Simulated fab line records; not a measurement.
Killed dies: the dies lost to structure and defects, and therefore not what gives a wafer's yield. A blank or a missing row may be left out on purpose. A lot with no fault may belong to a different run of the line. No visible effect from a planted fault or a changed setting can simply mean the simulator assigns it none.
A lot that was struck, set against a sound lot / flow n5 finfet / 15 steps out of a route of 1938
Sound: wafers L598.1, L598.2, L598.4. Struck: wafers L603.1, L603.4 (left out: L603.5, a lot-mate that was not struck); the cause follows at the end.
Per side, at each step with rows, come the tool, then ch with its chambers, and then its first start. Under that, the readings that differ: sound wafers / struck wafers / difference of the means / sigmas: that difference in standard deviations of wafers without a fault.
alike: a reading whose means differ by less than 2 such deviations, as well as words and numbers matching on both sides. not compared: withheld readings; readings where some wafer has no value; bounds like >300 that might hide an equal value; numbers whose values overlap and for which the record gives no deviation.
The two part at a step that has a row with sigmas, a row that says differs or no value, or rows on one side only. When numbers do not overlap yet have no deviation, they are printed without sigmas and do not part them. A reading missing from all wafers of one side parts the sides only when that side holds two or more wafers.

first, 8 steps without rows for these wafers: N5_SD_EPI_P_COAT_34 (time 60 s, resist thk 350 nm); N5_SD_EPI_P_COAT_35 (time 60 s, resist thk 35 nm); N5_SD_EPI_P_COAT_03 (resist thk 150 nm); N5_SD_EPI_P_EBR_05; N5_SD_EPI_P_SOFTBAKE_04 (time 60 s); N5_SD_EPI_P_EXPOSE_06 (exposes mask SD P BLK, target cd 240 nm); N5_SD_EPI_P_PEB_07 (peb time 60 s); N5_SD_EPI_P_DEVELOP_08 (develop time 30 s).
N5_SD_EPI_P_CD_MEAS_09: the cd target is 240 nm.
  sound on cd sem-01 ch 0, day 4 17:49; struck on cd sem-03 ch 0, day 6 00:26
  alike: cd nm
N5_SD_EPI_P_OVL_MEAS_10:
  sound on overlay-02 ch 0, day 4 17:50; struck on overlay-01 ch 0, day 6 00:28
  alike: SD_P_BLK_OVL
N5_SD_EPI_P_INSPECT_11: inspects for defects (macro).
  sound on defect inspect-01, day 4 17:52; struck on defect inspect-01, day 6 00:29
  alike: raw defect count
N5_SD_EPI_P_DESCUM_14: chemistry O2, time 7.9 s.
  sound on rie diel-02 ch 0,1,2, day 4 17:54; struck on rie diel-03 ch 3, day 6 00:48
  alike: drypump motor current A, oes product au, rf vpp V, showerhead plenum p Torr, throttle valve pct
  not compared: rf hours counter h
N5_SD_EPI_P_ETCH_36: etches SiARC in CF4, target depth 45.5 nm, time 75.8 s.
  sound on rie diel-02 ch 0,1,2, day 4 17:56; struck on rie diel-03 ch 3, day 6 00:50
reading=bias w (W); sound=36.08 35.92 35.97; struck=37.55 37.85; difference=+1.71; sigmas=+14
reading=rf vpp V (V); sound=182.2 185.5 182.2; struck=191.3 190.6; difference=+7.7; sigmas=+6
  alike: drypump motor current A, etch rf on time s, oes product au, showerhead plenum p Torr, throttle valve pct
  not compared: rf hours counter h
N5_SD_EPI_P_ETCH_37: etches SOC in N2/H2, overetch 108 nm, time 486 s.
  sound on rie diel-02 ch 0,1,3, day 4 17:59; struck on rie diel-03 ch 3, day 6 00:53
  alike: bias w, drypump motor current A, oes product au, rf vpp V, showerhead plenum p Torr, throttle valve pct
  not compared: rf hours counter h
-- a jump in the record: the struck wafers' starts before and after are 7 days apart (it breaks off in module SD_EPI_P and resumes in module BEOL_M4, where the first step shown is number 1111 of the route) --
N5_BEOL_M4_RC_MEAS_101:
  sound on prober-01 ch 0, day 11 17:00; struck on prober-02 ch 0, day 12 23:37
reading=DIBL_N (mV/V); sound=33.2 34.5 34.7; struck=37.1 37.2; difference=+3.0; sigmas=+3
reading=IOFF_N (nA/um); sound=0.115 0.137 0.136; struck=0.189 0.190; difference=+0.060; sigmas=+3
reading=SS_N (mV/dec); sound=70.6 71.1 71.2; struck=72.2 71.8; difference=+1.0; sigmas=+2
reading=VT_N (mV); sound=252.9 251.7 255.9; struck=248.0 248.4; difference=-5.3; sigmas=-2
  alike: DIBL_P, IOFF_P, ION_N, ION_P, SS_P, VT_P

== WHERE THEY PART ==
First at N5_SD_EPI_P_ETCH_36; last, within this record, at N5_BEOL_M4_RC_MEAS_101.

WHY: what had been put in by the simulator
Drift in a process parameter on rie diel-03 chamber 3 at N5_SD_EPI_P_ETCH_36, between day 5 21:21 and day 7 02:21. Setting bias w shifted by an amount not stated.
